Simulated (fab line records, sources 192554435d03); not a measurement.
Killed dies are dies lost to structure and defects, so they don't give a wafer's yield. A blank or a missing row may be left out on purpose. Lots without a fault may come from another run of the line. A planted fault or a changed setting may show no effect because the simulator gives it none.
Chamber matching | flow n5_finfet | N5_HKMG_FIN_ETCH_86 on rie_diel-06: 4 sister chambers
The step etches SOC in N2/H2, stops on TiN, target depth 393.2 nm. 16 wafers are shown with their chamber, then 8 later ones without.

WAFERS WITH THEIR CHAMBER
wafer  | chamber | drypump_motor_current_A (A) | showerhead_plenum_p_Torr (Torr) | throttle_valve_pct (%)
L076.1 | 2       | 5.1                         | 2.66                            | 17.74
L076.2 | 0       | 6.0                         | 2.53                            | 18.02
L076.4 | 3       | 5.9                         | 2.55                            | 17.72
L077.1 | 3       | 5.9                         | 2.55                            | 17.73
L077.2 | 1       | 5.7                         | 2.58                            | 17.79
L077.5 | 0       | 6.0                         | 2.53                            | 18.02
L078.1 | 3       | 5.9                         | 2.55                            | 17.70
L078.3 | 1       | 5.8                         | 2.58                            | 17.78
L078.5 | 2       | 5.1                         | 2.65                            | 17.75
L084.1 | 1       | 5.7                         | 2.58                            | 17.81
L084.2 | 3       | 5.9                         | 2.54                            | 17.74
L084.4 | 0       | 6.0                         | 2.53                            | 18.04
L088.2 | 2       | 5.1                         | 2.65                            | 17.76
L088.4 | 1       | 5.7                         | 2.58                            | 17.81
L088.5 | 3       | 5.9                         | 2.54                            | 17.75
L091.1 | 3       | 5.9                         | 2.54                            | 17.76

SIGNATURES (means of the wafers above)
reading                  | chamber 0 | chamber 1 | chamber 2 | chamber 3 | scatter within a chamber
drypump_motor_current_A  | 6.000     | 5.725     | 5.100     | 5.900     | 0.025
showerhead_plenum_p_Torr | 2.5300    | 2.5800    | 2.6533    | 2.5450    | 0.00425
throttle_valve_pct       | 18.0267   | 17.7975   | 17.7500   | 17.7333   | 0.017
Rule: a wafer's distance from a chamber is the root of the sum, over the readings, of the square of ((its reading less the chamber's mean) divided by the reading's scatter). The wafer belongs to the nearest chamber; if the next one is less than 2 further off, it can't be placed. The scatter: the root of (the sum of the squares of (reading less its chamber's mean) over the shown wafers, divided by (wafers less chambers)).

WAFERS WITHOUT THEIR CHAMBER
wafer  | drypump_motor_current_A (A) | showerhead_plenum_p_Torr (Torr) | throttle_valve_pct (%)
L091.4 | 6.0                         | 2.52                            | 18.09
L091.6 | 5.9                         | 2.54                            | 17.78
L092.1 | 5.1                         | 2.64                            | 17.77
L092.2 | 5.8                         | 2.57                            | 17.83
L092.5 | 5.9                         | 2.54                            | 17.75
L096.1 | 5.1                         | 2.64                            | 17.81
L096.2 | 5.9                         | 2.53                            | 17.78
L096.3 | 6.0                         | 2.51                            | 18.09

WHICH CHAMBER EACH WENT THROUGH
wafer  | from the rows above | in truth
L091.4 | 0                   | 0
L091.6 | 3                   | 3
L092.1 | 2                   | 2
L092.2 | 1                   | 1
L092.5 | 3                   | 3
L096.1 | 2                   | 2
L096.2 | 3                   | 3
L096.3 | 0                   | 0
Placed correctly: 8 of 8. Can't be placed from these rows: 0. Placed wrongly: 0.
